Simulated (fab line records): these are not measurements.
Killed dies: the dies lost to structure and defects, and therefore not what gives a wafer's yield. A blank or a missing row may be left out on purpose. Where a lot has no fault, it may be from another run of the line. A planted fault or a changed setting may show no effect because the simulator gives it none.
Struck lot and sound lot, side by side || flow n5 finfet || 16 out of 1938 route steps
Sound: the wafers L192.2, L192.3, L192.5. Struck: wafers L208.3, L208.4, L208.5. The cause is given at the end.
At each step with rows: each side's tool, then ch and its chambers, then its first start. Under that, the readings that differ: sound wafers || struck wafers || difference of the means || sigmas: that difference in standard deviations of wafers without a fault.
alike: a reading whose means differ by less than 2 such deviations, as well as words and numbers matching on both sides. not compared: withheld readings; readings where some wafer has no value; bounds like >300 that might hide an equal value; numbers whose values overlap and for which the record gives no deviation.
The two part at a step that has a row with sigmas, a row that says differs or no value, or rows on one side only. Numbers that don't overlap but have no deviation are shown without sigmas and don't part them. A reading missing from all wafers of one side parts the sides only when that side holds two or more wafers.

first, 6 steps without rows for these wafers: N5_GATE_CUT_COAT_07 (resist thk 30 nm); N5_GATE_CUT_EBR_09; N5_GATE_CUT_SOFTBAKE_08 (time 60 s); N5_GATE_CUT_EXPOSE_10 (exposes mask GATE CUT, target cd 20 nm); N5_GATE_CUT_PEB_11 (peb time 60 s); N5_GATE_CUT_DEVELOP_12 (develop time 30 s).
N5_GATE_CUT_CD_MEAS_13: target cd 20 nm.
  sound on cd sem-01 ch 0, day 4 18:32; struck on cd sem-03 ch 0, day 8 16:16
  alike: cd nm
N5_GATE_CUT_OVL_MEAS_14:
  sound on overlay-02 ch 0, day 4 18:34; struck on overlay-02 ch 0, day 8 16:18
  alike: GATE_CUT_OVL
N5_GATE_CUT_INSPECT_15: inspects for defects (brightfield).
  sound on defect inspect-01, day 4 18:37; struck on defect inspect-02, day 8 16:21
  alike: raw defect count
N5_GATE_CUT_DESCUM_18: chemistry O2, time 7 s.
  sound on rie diel-05 ch 0,1, day 4 18:47; struck on rie diel-06 ch 0,3, day 8 16:23
  alike: drypump motor current A, oes product au, rf vpp V, showerhead plenum p Torr, throttle valve pct
  not compared: rf hours counter h
N5_GATE_CUT_ETCH_28: etches underlayer in N2/H2, target depth 13 nm, time 10.4 s.
  sound on rie diel-05 ch 0,1, day 4 18:49; struck on rie diel-06 ch 0,3, day 8 16:25
{"reading": "etch rf on time s (s)", "sound": "10.06 10.02 9.96", "struck": "10.43 10.99 10.26", "difference": "+0.55", "sigmas": "+2"}
  alike: bias w, drypump motor current A, h2 flow sccm, oes product au, rf vpp V, showerhead plenum p Torr, throttle valve pct
  not compared: rf hours counter h
N5_GATE_CUT_ETCH_36: etches SiARC in CF4, target depth 13 nm, time 21.7 s.
  sound on rie diel-05 ch 0,1, day 4 18:50; struck on rie diel-06 ch 0,3, day 8 16:26
  alike: bias w, drypump motor current A, etch rf on time s, oes product au, rf vpp V, showerhead plenum p Torr, throttle valve pct
  not compared: rf hours counter h
N5_GATE_CUT_ETCH_37: etches SOC in N2/H2, target depth 60 nm, overetch 12 nm, time 90 s.
  sound on rie diel-05 ch 0,1, day 4 18:52; struck on rie diel-06 ch 0,3, day 8 16:28
{"reading": "bias w (W)", "sound": "150.4 150.2 149.7", "struck": "155.2 156.5 155.4", "difference": "+5.6", "sigmas": "+13"}
{"reading": "rf vpp V (V)", "sound": "525.1 525.1 524.3", "struck": "533.5 538.9 534.7", "difference": "+10.9", "sigmas": "+6"}
  alike: drypump motor current A, h2 flow sccm, oes product au, showerhead plenum p Torr, throttle valve pct
  not compared: rf hours counter h
then, 1 step without rows for these wafers: N5_GATE_CUT_STRIP_38 (strips in N2/H2).
-- here the record skips 4 days between the struck wafers' starts before and after, leaving off in module GATE_CUT and picking up in module BEOL_M4 (first step shown: number 1111 of the route) --
N5_BEOL_M4_RC_MEAS_101:
  sound on prober-01 ch 0, day 7 22:20; struck on prober-01 ch 0, day 12 21:13
  alike: DIBL_N, DIBL_P, IOFF_N, IOFF_P, ION_N, ION_P, SS_N, SS_P, VT_N, VT_P
-- the record jumps here: 4 days lie between the struck wafers' starts before and after (it left off in module BEOL_M4 and takes up again in module PASSIVATION, whose first step shown is number 1936 of the route) --
N5_PASSIVATION_PROBE_49:
  sound on prober-02, day 12 14:53; struck on prober-01, day 16 16:35
{"reading": "killed open", "sound": "45 52 49", "struck": "78 66 88", "difference": "+29", "sigmas": "+2"}
{"reading": "sort_bin_5_function (%)", "sound": "3.2 3.4 3.2", "struck": "5.5 4.7 6.8", "difference": "+2.4", "sigmas": "+2"}
  alike: defect limited yield, killed_at_M0_to_M3, killed_at_M4_up, killed at contacts, killed at front end, killed at other, killed dies, killed short, sort_bin_6_memory, sort_bin_8_speed, sort n pass, sort yield pct

== WHERE THEY PART ==
First at N5_GATE_CUT_ETCH_28; last, within this record, at N5_PASSIVATION_PROBE_49.

WHY: what had been put in by the simulator
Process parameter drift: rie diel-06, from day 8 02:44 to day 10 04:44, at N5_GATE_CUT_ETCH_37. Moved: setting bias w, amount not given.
